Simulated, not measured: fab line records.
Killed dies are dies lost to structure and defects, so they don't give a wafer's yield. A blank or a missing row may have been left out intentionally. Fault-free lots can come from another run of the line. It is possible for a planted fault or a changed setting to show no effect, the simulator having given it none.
A lot that was struck, set against a sound lot | flow nandHarc | 22 steps out of a route of 1302
Sound: the wafers L161.3, L161.4, L161.5. Struck: wafer L172.3. (L172.1, L172.6 of the same lot were not struck and are left out.) The cause comes at the end.
For every step that has rows: the tool of each side, followed by ch and its chambers, followed by its first start. Under that, the readings that differ: sound wafers | struck wafers | difference of the means | sigmas: that difference in standard deviations of wafers without a fault.
alike: words and numbers the same on both sides, and readings whose means are apart by under 2 such deviations; not compared: readings that were withheld, readings missing a value for some wafer, numbers with overlapping values and no deviation given by the record, and bounds like >300 which may hide the same value.
A row with sigmas, a row that says differs or no value, or rows on one side alone: a step with any of these is where the two part. Numbers that have no deviation but don't overlap get no sigmas and don't part them. A reading missing from all wafers of one side parts the sides only when that side holds two or more wafers.

first, 1 step without rows for these wafers: NHARC_A_CONTACT_SRD_22.
NHARC_A_CONTACT_INSPECT_23:
  sound on defectInspect-02 at day 22 17:49; struck on defectInspect-01 at day 27 05:37
  alike: rawDefectCount
then, 9 steps without rows for these wafers: NHARC_A_BLC_DEHYDRATE_00 (time 120 s); NHARC_A_BLC_HMDS_01 (time 30 s); NHARC_A_BLC_COAT_02 (time 75 s); NHARC_A_BLC_COAT_03 (time 65 s); NHARC_A_BLC_COAT_04 (resist thk 90 nm); NHARC_A_BLC_SOFTBAKE_05 (time 55 s); NHARC_A_BLC_EBR_06; NHARC_A_BLC_EXPOSE_07 (exposes mask A BLC, target cd 100 nm); NHARC_A_BLC_PEB_08 (peb time 65 s).
NHARC_A_BLC_DEVELOP_09: develop time 35 s.
  sound on lithoTrack-04 ch 0, day 22 18:00; struck on lithoTrack-01 ch 0, day 27 05:00
NHARC_A_BLC_CD_MEAS_10: target cd 100 nm.
  sound on cdSem-03 ch 0, day 22 18:19; struck on cdSem-02 ch 0, day 27 05:59
reading   | sound            | struck | difference | sigmas
cdNm (nm) | 100.0 99.9 100.2 | 96.0   | -4.0       | -10
NHARC_A_BLC_OVL_MEAS_11:
  sound on overlay-01 at day 22 18:25; struck on overlay-02 at day 27 06:05
  alike: overlayXNm, overlayYNm
NHARC_A_BLC_INSPECT_12:
  sound on defectInspect-01 at day 22 18:26; struck on defectInspect-02 at day 27 06:08
reading        | sound    | struck | difference | sigmas
rawDefectCount | 14 16 21 | 111    | +94        | +2
NHARC_A_BLC_DESCUM_15: chemistry O2, time 3 s.
  sound on rieDiel-12 ch 1,2, day 22 18:31; struck on rieDiel-13 ch 1, day 27 06:13
reading               | sound           | struck | difference | sigmas
model.A_BLC.cdNm (nm) | 99.67 100 99.95 | 95.75  | -4.12      | 
  alike: drypumpMotorCurrentA, oesProductAu, rfVppV, showerheadPlenumPTorr, throttleValvePct
  not compared: rfHoursCounterH
NHARC_A_BLC_ETCH_16: etches the open film in CF4, target depth 39 nm, time 65 s.
  sound on rieDiel-12 ch 0,2,3, day 22 18:36; struck on rieDiel-13 ch 0, day 27 06:17
reading    | sound             | struck | difference | sigmas
rfVppV (V) | 149.3 151.4 151.5 | 148.7  | -2.0       | -2
  alike: drypumpMotorCurrentA, oesProductAu, showerheadPlenumPTorr, throttleValvePct
  not compared: rfHoursCounterH
NHARC_A_BLC_ETCH_17: etches the open film in N2/H2, target depth 390 nm, time 609.38 s.
  sound: rieDiel-12 ch 0,1,3; struck: rieDiel-13 ch 2
reading             | sound             | struck | difference | sigmas
oesProductAu (a.u.) | 0.982 1.000 1.000 | 1.012  | +0.018     | +2
  alike: drypumpMotorCurrentA, rfVppV, showerheadPlenumPTorr, throttleValvePct
  not compared: rfHoursCounterH
NHARC_A_BLC_ETCH_18: etches the open film in C4F8/O2/Ar, target depth 910 nm.
  sound: rieDiel-12 ch 0,1,3; struck: rieDiel-13 ch 0
reading               | sound             | struck | difference | sigmas
model.A_BLC.cdNm (nm) | 98.98 99.89 97.92 | 95.17  | -3.76      | 
  alike: oesProductAu, rfVppV
  not compared: rfHoursCounterH
NHARC_A_BLC_CD_MEAS_19:
  sound on cdSem-03 at day 22 19:29; struck on cdSem-03 at day 27 07:10
reading   | sound          | struck | difference | sigmas
cdNm (nm) | 98.8 99.7 97.9 | 95.4   | -3.4       | -2
NHARC_A_BLC_STRIP_29: strips in CF4.
  sound on rieDiel-12 ch 0,1,2, day 22 19:34; struck on rieDiel-13 ch 2, day 27 07:16
reading             | sound             | struck | difference | sigmas
oesProductAu (a.u.) | 1.003 1.005 0.991 | 1.021  | +0.021     | +3
  alike: drypumpMotorCurrentA, rfVppV, showerheadPlenumPTorr, throttleValvePct
  not compared: rfHoursCounterH
next, for these wafers, 1 step has no rows: NHARC_END_SORT_01.

WHERE THEY PART
First at NHARC_A_BLC_CD_MEAS_10; last, within this record, at NHARC_A_BLC_STRIP_29.

WHY: what the simulator had put in
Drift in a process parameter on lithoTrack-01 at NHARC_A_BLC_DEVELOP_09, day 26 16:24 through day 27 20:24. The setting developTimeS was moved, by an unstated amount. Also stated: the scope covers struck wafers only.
